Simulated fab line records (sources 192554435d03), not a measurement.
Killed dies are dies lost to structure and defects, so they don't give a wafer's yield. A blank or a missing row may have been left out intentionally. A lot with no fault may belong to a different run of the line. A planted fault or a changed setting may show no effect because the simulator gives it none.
What tool caused it? + flow n5_finfet + 9 lots, 27 wafers sampled, at 7 steps of a route of 1938

== WHAT EACH GAUGE READ, for each wafer ==
N5_BEOL_M8_CD_MEAS_28: target cd 40 nm.
| lot  | measured     | on        | cd_nm (nm)        |
|------|--------------|-----------|-------------------|
| L815 | day 10 22:20 | cd_sem-01 | 40.24 39.91 39.72 |
| L817 | day 11 06:54 | cd_sem-01 | 39.85 40.17 39.49 |
| L825 | day 14 12:26 | cd_sem-03 | 40.01 40.11 40.46 |
| L828 | day 14 21:23 | cd_sem-01 | 40.02 39.77 39.75 |
| L822 | day 15 03:50 | cd_sem-01 | 40.08 39.99 39.80 |
| L827 | day 15 07:00 | cd_sem-03 | 39.91 39.78 39.87 |
| L832 | day 16 05:20 | cd_sem-02 | 40.19 39.87 39.85 |
| L834 | day 17 01:41 | cd_sem-03 | 40.17 39.69 40.19 |
| L835 | day 17 13:40 | cd_sem-03 | 40.38 39.74 40.13 |

N5_BEOL_M8_OVL_MEAS_29.
| lot  | measured     | on         | V7_OVL (nm)    |
|------|--------------|------------|----------------|
| L815 | day 10 22:22 | overlay-02 | 0.6 0.5 0.2    |
| L817 | day 11 06:56 | overlay-01 | -0.4 -0.7 -0.2 |
| L825 | day 14 12:28 | overlay-02 | 0.6 0.3 0.1    |
| L828 | day 14 21:25 | overlay-02 | 1.0 -0.3 1.4   |
| L822 | day 15 03:53 | overlay-02 | 0.3 -0.1 0.7   |
| L827 | day 15 07:02 | overlay-02 | 0.4 1.5 0.7    |
| L832 | day 16 05:22 | overlay-01 | 0.2 0.4 1.1    |
| L834 | day 17 01:43 | overlay-02 | -0.4 -1.0 -1.4 |
| L835 | day 17 13:42 | overlay-01 | 0.4 0.1 0.1    |

N5_BEOL_M8_OCD_MEAS_38.
| lot  | measured     | on     | trench_depth_nm (nm) |
|------|--------------|--------|----------------------|
| L815 | day 10 23:01 | ocd-01 | 92.8 91.3 91.9       |
| L817 | day 11 07:28 | ocd-01 | 93.0 93.3 93.3       |
| L825 | day 14 13:08 | ocd-02 | 85.3 93.8 93.0       |
| L828 | day 14 22:12 | ocd-01 | 94.0 90.9 95.5       |
| L822 | day 15 04:34 | ocd-02 | 92.6 92.1 84.7       |
| L827 | day 15 07:33 | ocd-01 | 85.1 91.6 91.6       |
| L832 | day 16 06:30 | ocd-01 | 93.0 92.4 93.1       |
| L834 | day 17 02:14 | ocd-02 | 93.2 92.8 92.8       |
| L835 | day 17 14:20 | ocd-02 | 91.9 91.9 92.8       |

N5_BEOL_M8_THK_MEAS_53: measures by xrf.
| lot  | measured     | on            | M8_THK (nm)    |
|------|--------------|---------------|----------------|
| L815 | day 11 01:50 | film_metro-01 | 78.2 78.2 78.1 |
| L817 | day 11 11:23 | film_metro-01 | 79.6 79.0 79.2 |
| L825 | day 14 16:05 | film_metro-01 | 70.1 78.2 79.0 |
| L828 | day 15 01:50 | film_metro-01 | 80.3 74.4 81.9 |
| L822 | day 15 07:05 | film_metro-01 | 76.7 76.1 69.9 |
| L827 | day 15 10:08 | film_metro-01 | 70.3 76.7 75.4 |
| L832 | day 16 09:53 | film_metro-02 | 78.0 80.0 78.5 |
| L834 | day 17 05:38 | film_metro-02 | 80.0 78.4 79.0 |
| L835 | day 17 18:34 | film_metro-01 | 78.0 78.0 78.6 |

N5_BEOL_M8_RS_MEAS_57: a four-point-probe measurement.
| lot  | measured     | on            | M8_RS (ohm/sq)    |
|------|--------------|---------------|-------------------|
| L815 | day 11 01:58 | film_metro-02 | 0.291 0.289 0.290 |
| L817 | day 11 11:31 | film_metro-01 | 0.285 0.288 0.286 |
| L825 | day 14 16:13 | film_metro-02 | 0.330 0.290 0.286 |
| L828 | day 15 01:58 | film_metro-02 | 0.281 0.307 0.273 |
| L822 | day 15 07:13 | film_metro-01 | 0.297 0.300 0.331 |
| L827 | day 15 10:16 | film_metro-02 | 0.328 0.298 0.302 |
| L832 | day 16 10:02 | film_metro-02 | 0.290 0.284 0.288 |
| L834 | day 17 05:46 | film_metro-02 | 0.281 0.290 0.285 |
| L835 | day 17 18:43 | film_metro-02 | 0.290 0.291 0.288 |

== WHICH TOOL RAN EACH LOT (tool, then ch and the chambers of the sampled wafers, then the start) ==
| lot  | N5_BEOL_M8_TRENCH_ETCH_37          | N5_BEOL_M8_STRIP_80                           |
|------|------------------------------------|-----------------------------------------------|
| L815 | rie_diel-01 ch 0,1,3, day 10 22:52 | rie_diel-01 ch 0,1,3, day 10 23:01 or earlier |
| L817 | rie_diel-05 ch 1,2, day 11 07:18   | rie_diel-05 ch 1,2, day 11 07:28 or earlier   |
| L825 | rie_diel-01 ch 0,1,2, day 14 12:58 | rie_diel-01 ch 0,1,2, day 14 13:08 or earlier |
| L828 | rie_diel-04 ch 1,2,3, day 14 22:02 | rie_diel-04 ch 1,2,3, day 14 22:12 or earlier |
| L822 | rie_diel-01 ch 1,2,3, day 15 04:24 | rie_diel-01 ch 1,2,3, day 15 04:34 or earlier |
| L827 | rie_diel-01 ch 1,2,3, day 15 07:23 | rie_diel-01 ch 1,2,3, day 15 07:33 or earlier |
| L832 | rie_diel-05 ch 1,3, day 16 06:17   | rie_diel-05 ch 1,3, day 16 06:30 or earlier   |
| L834 | rie_diel-04 ch 0,1,3, day 17 02:04 | rie_diel-04 ch 0,1,3, day 17 02:14 or earlier |
| L835 | rie_diel-01 ch 0,1, day 17 14:11   | rie_diel-01 ch 0,1, day 17 14:20 or earlier   |
- N5_BEOL_M8_TRENCH_ETCH_37: etches SiCOH lowk in C4F6/O2, target depth 93.478 nm, time 31.2 s.
- N5_BEOL_M8_STRIP_80: strips in N2/H2, time 10 s.

== AS READ BY THE TOOLS THEMSELVES (means over the sampled wafers that have a number; for cases with no such wafer, the mark the record gives instead) ==
N5_BEOL_M8_TRENCH_ETCH_37.
| lot  | tool        | C4F6_flow_sccm (sccm) | drypump_motor_current_A (A) | oes_product_au (a.u.) | rf_fwd_power_W (W) | rf_vpp_V (V) | showerhead_plenum_p_Torr (Torr) | throttle_valve_pct (%) |
|------|-------------|-----------------------|-----------------------------|-----------------------|--------------------|--------------|---------------------------------|------------------------|
| L815 | rie_diel-01 | 9.98                  | 5.8                         | 0.76                  | 339.6              | 662          | 2.82                            | 21.11                  |
| L817 | rie_diel-05 | 10.03                 | 6.4                         | 0.75                  | 342.1              | 661          | 2.87                            | 20.96                  |
| L825 | rie_diel-01 | 10.05                 | 5.7                         | 0.78                  | 314.5              | 705          | 2.83                            | 20.91                  |
| L828 | rie_diel-04 | 9.98                  | 5.7                         | 0.80                  | 340.2              | 667          | 2.83                            | 21.01                  |
| L822 | rie_diel-01 | 10.03                 | 5.3                         | 0.75                  | 312.8              | 699          | 2.85                            | 21.03                  |
| L827 | rie_diel-01 | 9.98                  | 5.3                         | 0.75                  | 312.3              | 699          | 2.85                            | 21.03                  |
| L832 | rie_diel-05 | 9.99                  | 6.2                         | 0.75                  | 341.0              | 661          | 2.77                            | 21.10                  |
| L834 | rie_diel-04 | 10.00                 | 6.0                         | 0.83                  | 339.9              | 669          | 2.85                            | 20.83                  |
| L835 | rie_diel-01 | 10.00                 | 6.2                         | 0.74                  | 340.4              | 667          | 2.78                            | 21.07                  |

N5_BEOL_M8_STRIP_80.
| lot  | tool        | drypump_motor_current_A (A) | oes_product_au (a.u.) | rf_vpp_V (V) | showerhead_plenum_p_Torr (Torr) | throttle_valve_pct (%) |
|------|-------------|-----------------------------|-----------------------|--------------|---------------------------------|------------------------|
| L815 | rie_diel-01 | 5.8                         | 0.77                  | 58.4         | 2.51                            | 23.9                   |
| L817 | rie_diel-05 | 6.4                         | 0.74                  | 58.8         | 2.57                            | 23.7                   |
| L825 | rie_diel-01 | 5.7                         | 0.80                  | 59.5         | 2.52                            | 23.6                   |
| L828 | rie_diel-04 | 5.8                         | 0.80                  | 59.0         | 2.52                            | 23.8                   |
| L822 | rie_diel-01 | 5.3                         | 0.77                  | 59.1         | 2.54                            | 23.7                   |
| L827 | rie_diel-01 | 5.3                         | 0.77                  | 59.2         | 2.54                            | 23.7                   |
| L832 | rie_diel-05 | 6.2                         | 0.75                  | 58.4         | 2.45                            | 23.8                   |
| L834 | rie_diel-04 | 6.0                         | 0.83                  | 59.2         | 2.54                            | 23.6                   |
| L835 | rie_diel-01 | 6.2                         | 0.75                  | 59.4         | 2.47                            | 23.8                   |

== THE ANSWER, worked out from the rows above alone ==
Rule: usual is defined by the lots themselves. The widest of any qualifying gaps counts: lots, ordered by their means at a reading, are off when they make up no more than a third of the lots, leave a main group of 4 or more, and stand apart from it by 3 or more times the standard deviation of that group's means. The tables above print the reading to a certain number of digits; a main group whose means all agree to those digits is not used. Also off: a lot with no number at a reading for which 4 or more lots have one. The other lots that the step has rows for count as sound. After the gauges, taken in route order, come the tools' own readings; for these a lot's mean is taken, as printed above. At the first step where some lot is off, the reading lying furthest off is the one used; lots without a number count as furthest.
Off: at N5_BEOL_M8_THK_MEAS_53 (M8_THK), L825, L822, L827. For the main group the mean is 78.7 nm and the standard deviation 0.42.
If a tool, at a process step before that reading, ran all the lots that are off and no sound lot after the first of them, it fits. Not tried: the gauges at N5_BEOL_M8_THK_MEAS_53; whatever is off there is also off at N5_BEOL_M8_TRENCH_ETCH_37, on other tools, and gauge error can't account for it. Because N5_BEOL_M8_STRIP_80 lacks a start for some lots, the hours and order of its lots are taken from N5_BEOL_M8_OCD_MEAS_38. Not one of the candidates tried fits.

== WHAT THE SIMULATOR HAD INSERTED ==
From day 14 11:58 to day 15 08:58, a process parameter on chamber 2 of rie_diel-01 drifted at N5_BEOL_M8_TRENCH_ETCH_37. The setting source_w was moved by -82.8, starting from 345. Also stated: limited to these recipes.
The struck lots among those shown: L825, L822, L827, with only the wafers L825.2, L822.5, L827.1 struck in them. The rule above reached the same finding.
